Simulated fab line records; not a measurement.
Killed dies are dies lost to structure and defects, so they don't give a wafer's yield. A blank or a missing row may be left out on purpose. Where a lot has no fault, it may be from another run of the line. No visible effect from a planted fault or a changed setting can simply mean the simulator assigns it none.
fab line records    flow nand-harc
record: lots: 12  wafers: 35  last-day: 34
route steps=1302 shown A_STAIRCASE@834
lots that met no fault: taken from a fault-free run of the same line
start-h: hours from the record's opening day to when the first of the lot's shown wafers began    wait-h: time in hours since the lot's previous step    " as in the row above    L1.1+2: several wafers, shown together as one row    - no value present, or no start provided    * or withheld: withheld    < > ~ a bound
route shown NAME@n: a module of which the file shows steps, and the number in the route of the first    usual: mean/standard deviation of fault-free wafers    same: alike in all rows    chamber/n: place in a boat    sites: each site's reading    _std_site: their standard deviation    _edge_site: the outer-site mean with the inner-site mean subtracted    radius-mm: for every site, how far away it sits from the centre of the wafer    mask NAME#n: copy n    behind: the most recent tool/chamber to have shaped the wafer    hold: cause of the lot's hold/its duration in hours/its outcome    device: transistor that didn't switch, given as n, p or np    end of line: the route-end tests of the same wafers    for a step that has no rows: nothing shown but its recipe    killed: count of dies lost to structure and defects at first sort (not the wafer's yield)    map: the dies of a wafer, with x for killed, . for not killed, _ for no die there
set.NAME: setting as actually run; set.NAME@STEP: the setting as run at that earlier step    model.NAME: the simulator's own value behind a step, which no gauge read
steps of the route over a sample of lots; a table a step, a row a wafer
services: the hour from which a tool's chamber was out of use, counted from the record's first day as start-h (under 0 if before that day), plus the number of hours and why
== steps ==
step: NHARC_A_STAIRCASE_ETCH_453
recipe: target-depth-a: 300  overetch-a: 30  time-s: 16.5  ion-energy-ev: 100  cf4-flow-sccm: 80  o2-flow-sccm: 20  ar-flow-sccm: 0  rf-w: 300  bias-w: 100  chemistry: CF4/O2
usual: cf4-flow-sccm: 80.02/0.24  drypump-motor-current-A: 5.90/0.27  oes-product-au: 1.001/0.011  rf-vpp-V: 197.1/1.5  showerhead-plenum-p-Torr: 1.30/0.064  throttle-valve-pct: 13.399/0.0096
lot.wafer  tool         chamber  start-h  wait-h  cf4-flow-sccm  drypump-motor-current-A  oes-product-au  rf-hours-counter-h  rf-vpp-V  showerhead-plenum-p-Torr  throttle-valve-pct
L691.2     rie-diel-06  1        399.98   -       79.73          6.03                     1.032           8                   199.9     1.38                      13.391
L691.3     "            2        "        "       80.63          6.21                     0.987           25                  197.8     1.29                      13.393
L691.4     "            3        "        "       80.04          5.77                     1.018           25                  199.5     1.44                      13.413
L690.4     rie-diel-04  1        414.25   -       80.48          5.97                     0.993           17                  197.8     1.28                      13.419
L690.6     "            0        "        "       80.19          5.63                     0.988           -                   197.4     1.26                      13.403
L690.5     "            1        "        "       80.16          5.92                     1.001           -                   197.7     1.28                      13.401
L692.2     rie-diel-04  2        415.74   -       80.16          6.12                     0.992           20                  196.6     1.27                      13.407
L692.3     "            3        "        "       79.63          6.10                     0.997           20                  195.4     1.24                      13.395
L692.6     "            2        "        "       80.38          6.14                     0.995           -                   197.1     1.27                      13.405
L694.4     rie-diel-02  1        423.12   -       79.82          5.81                     0.996           6                   196.7     1.28                      13.392
L694.1     "            2        "        "       79.97          6.11                     1.015           7                   197.6     1.34                      13.397
L694.6     "            3        "        "       79.80          6.10                     1.002           -                   195.6     1.25                      13.407
L696.4     rie-diel-04  2        439.61   -       79.56          6.12                     1.000           23                  196.1     1.27                      13.409
L696.5     "            0        "        "       79.88          5.64                     1.005           -                   194.8     1.25                      13.393
L696.6     "            1        "        "       79.81          5.97                     0.997           -                   196.5     1.28                      13.393
L697.3     rie-diel-04  2        460.75   -       80.31          6.10                     0.997           30                  195.6     1.26                      13.411
L697.4     "            0        "        "       79.92          5.63                     1.017           29                  195.8     1.25                      13.391
L697.6     "            2        "        "       80.04          6.14                     1.001           -                   196.2     1.26                      13.400
L701.3     rie-diel-04  3        494.76   -       79.95          6.11                     0.996           44                  195.4     1.24                      13.404
L701.6     "            3        "        "       79.89          6.14                     0.990           -                   196.0     1.24                      13.400
L701.5     "            0        "        "       79.79          5.62                     1.012           -                   196.3     1.25                      13.423
L703.2     rie-diel-02  1        532.84   -       79.75          5.77                     1.015           38                  194.3     1.27                      13.394
L703.5     "            2        "        "       80.06          6.09                     1.010           -                   195.9     1.34                      13.401
L703.6     "            3        "        "       79.79          6.08                     0.990           -                   198.2     1.25                      13.414
L709.2     rie-diel-04  0        575.24   -       80.00          5.63                     1.015           10                  196.7     1.25                      13.415
L709.1     "            3        "        "       79.73          6.09                     0.955           11                  200.4     1.44                      13.396
L711.4     rie-diel-06  2        597.26   -       79.89          6.19                     1.009           35                  197.0     1.27                      13.410
L711.6     "            3        "        "       79.76          5.78                     0.994           -                   200.6     1.43                      13.396
L711.5     "            0        "        "       79.96          5.18                     0.996           -                   198.9     1.33                      13.382
L712.3     rie-diel-06  2        626.19   -       80.08          6.21                     0.994           43                  198.1     1.27                      13.421
L712.4     "            3        "        "       79.47          5.76                     1.006           39                  199.1     1.42                      13.394
L712.6     "            2        "        "       80.15          6.22                     0.988           -                   197.3     1.27                      13.392
L713.1     rie-diel-02  1        629.15   -       80.10          5.81                     1.006           22                  195.2     1.26                      13.392
L713.4     "            3        "        "       79.70          6.07                     1.006           19                  195.6     1.24                      13.412
L713.6     "            2        "        "       79.90          6.11                     1.002           -                   197.0     1.33                      13.408
step: NHARC_A_STAIRCASE_STRIP_316
recipe: o2-flow-sccm: 500  ar-flow-sccm: 0  bias-w: 0  chemistry: O2
usual: drypump-motor-current-A: 5.91/0.28  oes-product-au: 0.998/0.011  rf-vpp-V: 57.5/0.91  showerhead-plenum-p-Torr: 3.44/0.16  throttle-valve-pct: 17.035/0.0091
lot.wafer  tool         chamber  start-h  wait-h  drypump-motor-current-A  oes-product-au  rf-hours-counter-h  rf-vpp-V  showerhead-plenum-p-Torr  throttle-valve-pct
L691.2     rie-diel-06  0        -        -       5.17                     0.986           26                  56.2      3.53                      17.041
L691.3     "            1        "        "       6.04                     1.009           8                   59.7      3.64                      17.034
L691.4     "            3        "        "       5.77                     0.998           25                  57.7      3.79                      17.035
L690.4     rie-diel-04  3        -        -       6.12                     0.999           20                  57.7      3.29                      17.039
L690.6     "            0        "        "       5.67                     1.003           -                   55.7      3.33                      17.041
L690.5     "            1        "        "       5.97                     0.997           -                   58.1      3.39                      17.023
L692.3     rie-diel-04  2        -        -       6.15                     0.993           20                  58.2      3.36                      17.050
L692.2     "            3        "        "       6.11                     0.985           20                  56.8      3.29                      17.030
L692.6     "            3        "        "       6.08                     0.993           -                   57.7      3.29                      17.019
L694.1     rie-diel-02  1        -        -       5.80                     0.994           6                   56.4      3.38                      17.050
L694.4     "            2        "        "       6.13                     1.011           8                   57.5      3.55                      17.023
L694.6     "            0        "        "       5.91                     0.995           -                   56.7      3.32                      17.043
L696.4     rie-diel-04  2        -        -       6.13                     0.994           23                  58.4      3.35                      17.044
L696.5     "            0        "        "       5.68                     1.009           -                   57.2      3.33                      17.037
L696.6     "            1        "        "       6.01                     0.996           -                   59.2      3.38                      17.025
L697.3     rie-diel-04  2        -        -       6.12                     0.993           30                  59.0      3.35                      17.037
L697.4     "            3        "        "       6.13                     0.982           33                  57.2      3.29                      17.042
L697.6     "            2        "        "       6.14                     0.998           -                   57.7      3.35                      17.041
L701.3     rie-diel-04  2        -        -       6.14                     0.986           42                  57.1      3.34                      17.033
L701.5     "            0        "        "       5.65                     0.999           -                   58.4      3.32                      17.029
L701.6     "            1        "        "       5.93                     0.995           -                   57.9      3.37                      17.034
L703.2     rie-diel-02  2        -        -       6.13                     1.008           41                  57.5      3.53                      17.039
L703.5     "            3        "        "       6.11                     0.993           -                   58.7      3.31                      17.029
L703.6     "            0        "        "       5.97                     0.998           -                   57.0      3.31                      17.034
L709.2     rie-diel-04  1        -        -       5.96                     1.008           8                   57.9      3.36                      17.043
L709.1     "            2        "        "       6.15                     1.013           12                  57.6      3.33                      17.038
L711.4     rie-diel-06  2        -        -       6.23                     0.988           35                  59.5      3.37                      17.042
L711.6     "            3        "        "       5.79                     0.994           -                   58.7      3.76                      17.049
L711.5     "            0        "        "       5.21                     0.988           -                   56.2      3.50                      17.049
L712.4     rie-diel-06  0        -        -       5.13                     0.984           34                  57.5      3.50                      17.031
L712.3     "            1        "        "       6.03                     1.009           40                  58.6      3.60                      17.042
L712.6     "            1        "        "       6.04                     1.016           -                   58.0      3.60                      17.027
L713.1     rie-diel-02  3        -        -       6.08                     0.999           19                  57.3      3.29                      17.031
L713.4     "            1        "        "       5.82                     1.000           23                  55.5      3.34                      17.037
L713.6     "            3        "        "       6.12                     1.002           -                   57.3      3.29                      17.028
step: NHARC_A_STAIRCASE_ETCHBACK_416
recipe: target-depth-a: 360  time-s: 7.2  c4f8-flow-sccm: withheld  o2-flow-sccm: 8  ar-flow-sccm: withheld  rf-w: 600  bias-w: 800  chemistry: C4F8/O2/Ar
usual: oes-product-au: 0.94/0.034  rf-vpp-V: 721/4.2
lot.wafer  tool         chamber  start-h  wait-h  oes-product-au  rf-hours-counter-h  rf-vpp-V
L691.2     rie-diel-02  0        -        -       1.01            0                   716
L691.3     "            1        "        "       1.00            0                   718
L691.4     "            2        "        "       1.01            0                   724
L690.4     rie-diel-02  1        -        -       1.00            5                   719
L690.5     "            1        "        "       1.02            -                   720
L690.6     "            2        "        "       1.01            -                   725
L692.2     rie-diel-04  0        -        -       0.92            19                  719
L692.3     "            1        "        "       0.93            18                  719
L692.6     "            0        "        "       0.92            -                   717
L694.4     rie-diel-02  2        -        -       0.94            8                   724
L694.1     "            1        "        "       0.92            7                   719
L694.6     "            2        "        "       0.93            -                   724
L696.4     rie-diel-06  1        -        -       0.94            19                  727
L696.6     "            1        "        "       0.94            -                   728
L696.5     "            2        "        "       0.90            -                   720
L697.3     rie-diel-04  1        -        -       0.92            27                  720
L697.4     "            2        "        "       0.92            31                  718
L697.6     "            3        "        "       0.91            -                   717
L701.3     rie-diel-04  0        -        -       0.94            42                  716
L701.5     "            2        "        "       0.91            -                   717
L701.6     "            3        "        "       0.92            -                   717
L703.2     rie-diel-02  1        -        -       0.93            38                  718
L703.6     "            2        "        "       0.94            -                   722
L703.5     "            3        "        "       0.92            -                   716
L709.2     rie-diel-06  1        -        -       0.94            26                  726
L709.1     "            2        "        "       0.92            31                  718
L711.4     rie-diel-06  2        -        -       0.94            35                  719
L711.5     "            0        "        "       0.91            -                   723
L711.6     "            1        "        "       0.94            -                   725
L712.3     rie-diel-06  3        -        -       0.93            40                  730
L712.4     "            0        "        "       0.92            35                  723
L712.6     "            3        "        "       0.93            -                   731
L713.1     rie-diel-02  1        -        -       0.93            23                  718
L713.4     "            2        "        "       0.93            24                  722
L713.6     "            0        "        "       0.92            -                   717
step: NHARC_A_STAIRCASE_ALD_420
recipe: target-thk-a: 200  pulse-time-s: 6  ald-cycles: 200  temp-c: 300  material: SiO2
usual: heater-power-w: 505/38  precursor-pulse-height-rel: 1.002/0.017
lot.wafer  tool       chamber  start-h  wait-h  heater-power-w  precursor-pulse-height-rel
L691.4     ald-hk-02  2        407.52   -       519             0.985
L691.3     "          0        "        "       513             1.000
L691.2     "          1        "        "       481             0.967
L692.2     ald-hk-02  3        420.90   -       533             0.972
L692.3     "          0        "        "       514             0.976
L692.6     "          3        "        "       547             0.986
L690.4     ald-hk-04  2        421.02   -       522             1.013
L690.5     "          0        "        "       560             1.028
L690.6     "          1        "        "       482             1.002
L694.1     ald-hk-04  3        429.40   -       483             0.972
L694.4     "          2        "        "       528             1.013
L694.6     "          3        "        "       472             0.992
L696.4     ald-hk-02  0        445.87   -       504             1.005
L696.6     "          0        "        "       497             1.016
L696.5     "          1        "        "       493             0.976
L697.3     ald-hk-02  2        467.08   -       504             0.966
L697.4     "          0        "        "       518             1.007
L697.6     "          3        "        "       544             0.994
L701.3     ald-hk-04  2        501.22   -       546             1.003
L701.6     "          1        "        "       453             0.974
L701.5     "          2        "        "       555             0.996
L703.2     ald-hk-01  3        539.45   -       486             0.995
L703.5     "          1        "        "       478             1.046
L703.6     "          2        "        "       493             1.024
L709.1     ald-hk-04  3        581.53   -       454             0.996
L709.2     "          1        "        "       471             0.999
L711.4     ald-hk-01  0        605.90   -       487             0.964
L711.5     "          2        "        "       495             1.030
L711.6     "          3        "        "       502             1.021
L712.4     ald-hk-04  2        632.69   -       531             0.987
L712.3     "          0        "        "       584             0.995
L712.6     "          2        "        "       527             1.001
L713.4     ald-hk-04  0        635.45   -       589             1.019
L713.1     "          2        "        "       529             1.028
L713.6     "          1        "        "       470             1.009
== services ==
tool         chamber  start-h  hours  kind
rie-diel-04  0        388.68   -      clean
rie-diel-04  1        388.68   -      clean
rie-diel-04  2        388.68   -      clean
rie-diel-04  3        388.68   -      clean
rie-diel-02  -        393.77   9.0    pm
rie-diel-04  0        413.33   -      clean
rie-diel-04  1        413.33   -      clean
rie-diel-04  2        413.33   -      clean
ald-hk-04    -        435.58   10.0   pm
ald-hk-01    -        478.62   10.0   pm
rie-diel-06  -        485.34   9.0    pm
rie-diel-02  2        500.57   1.9    repair
rie-diel-04  2        506.47   6.2    repair
ald-hk-04    -        510.36   0.5    repair
rie-diel-06  0        524.67   9.9    repair
rie-diel-04  -        532.18   9.0    pm
ald-hk-01    -        540.66   0.9    repair
rie-diel-06  1        551.05   2.3    repair
rie-diel-06  0        565.19   10.4   repair
rie-diel-02  -        573.36   9.0    pm
rie-diel-06  2        589.06   6.9    repair
rie-diel-06  1        611.16   8.6    repair
ald-hk-04    -        613.58   10.0   pm
rie-diel-04  2        633.68   5.4    repair
== key ==
first-sign: step: NHARC_A_STAIRCASE_ETCH_453  reading: oes-product-au  direction: down  sigmas: 4.3  usual: 1.001  struck: 0.955
effect none on later readings
met-at NHARC_A_STAIRCASE_ETCH_453
struck-lots L709
struck-wafers L709.1
tester-left-out L709
not-acting-at NHARC_A_STAIRCASE_STRIP_316,NHARC_A_STAIRCASE_ETCHBACK_416,NHARC_A_STAIRCASE_ALD_420
onset-between 494.76 575.24
fault: kind: process-parameter-drift  tool: rie-diel-04  chamber: -  onset-h: 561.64  steps: NHARC_A_STAIRCASE_ETCH_453  channel: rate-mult  offset: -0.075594  shape: step  end-h: 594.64  scope: struck-wafers-only
tester-left-out: of these lots the tester's yield and bins aren't shown, on N5 and GAA mostly nor the transistor test; their killed dies are dies lost to structure and defects alone, not to doping, threshold or leakage, so they don't give the yield
